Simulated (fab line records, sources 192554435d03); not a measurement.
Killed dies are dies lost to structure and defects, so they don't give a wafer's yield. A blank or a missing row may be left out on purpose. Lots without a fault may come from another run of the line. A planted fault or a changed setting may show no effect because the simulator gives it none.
Chamber matching | flow n5_finfet | N5_BEOL_M0_ETCH_128 on rie_diel-04: 4 sister chambers
The step etches SiCN in CF4/N2, target depth 12 nm, overetch 5.1 nm, time 21.4 s. 8 wafers are shown with their chamber, then 7 later ones without.

WAFERS WITH THEIR CHAMBER
wafer  | chamber | throttle_valve_pct (%) | oes_product_au (a.u.)
L081.3 | 0       | 14.9                   | 0.65
L081.4 | 0       | 14.9                   | 0.65
L082.6 | 3       | 14.9                   | 0.63
L086.2 | 1       | 15.8                   | 0.49
L086.3 | 2       | 15.5                   | 0.50
L086.5 | 2       | 15.5                   | 0.50
L087.1 | 3       | 14.9                   | 0.62
L087.2 | 1       | 15.9                   | 0.49

WAFERS WITHOUT THEIR CHAMBER
wafer  | throttle_valve_pct (%) | oes_product_au (a.u.)
L087.5 | 15.0                   | 0.61
L092.3 | 15.9                   | 0.50
L092.4 | 15.5                   | 0.50
L092.5 | 15.5                   | 0.49
L093.1 | 15.6                   | 0.49
L093.2 | 14.9                   | 0.63
L093.6 | 15.9                   | 0.50

WHICH CHAMBER EACH WENT THROUGH
wafer  | from the rows above | in truth
L087.5 | 3                   | 3
L092.3 | 1                   | 1
L092.4 | 2                   | 2
L092.5 | 2                   | 2
L093.1 | 2                   | 2
L093.2 | 3                   | 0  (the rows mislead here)
L093.6 | 1                   | 1
Placed correctly: 6 of 7. Can't be placed from these rows: 0. Placed wrongly: 1.
How it was worked out, from the rows above alone: a wafer's distance from a chamber is the root of the sum, over the readings, of the square of ((its reading less the chamber's mean) divided by the reading's scatter). The wafer belongs to the nearest chamber; if the next one is less than 2 further off, it can't be placed. A chamber's mean is the mean of its shown wafers. The scatter: the root of (the sum of the squares of (reading less its chamber's mean) over the shown wafers, divided by (wafers less chambers)).
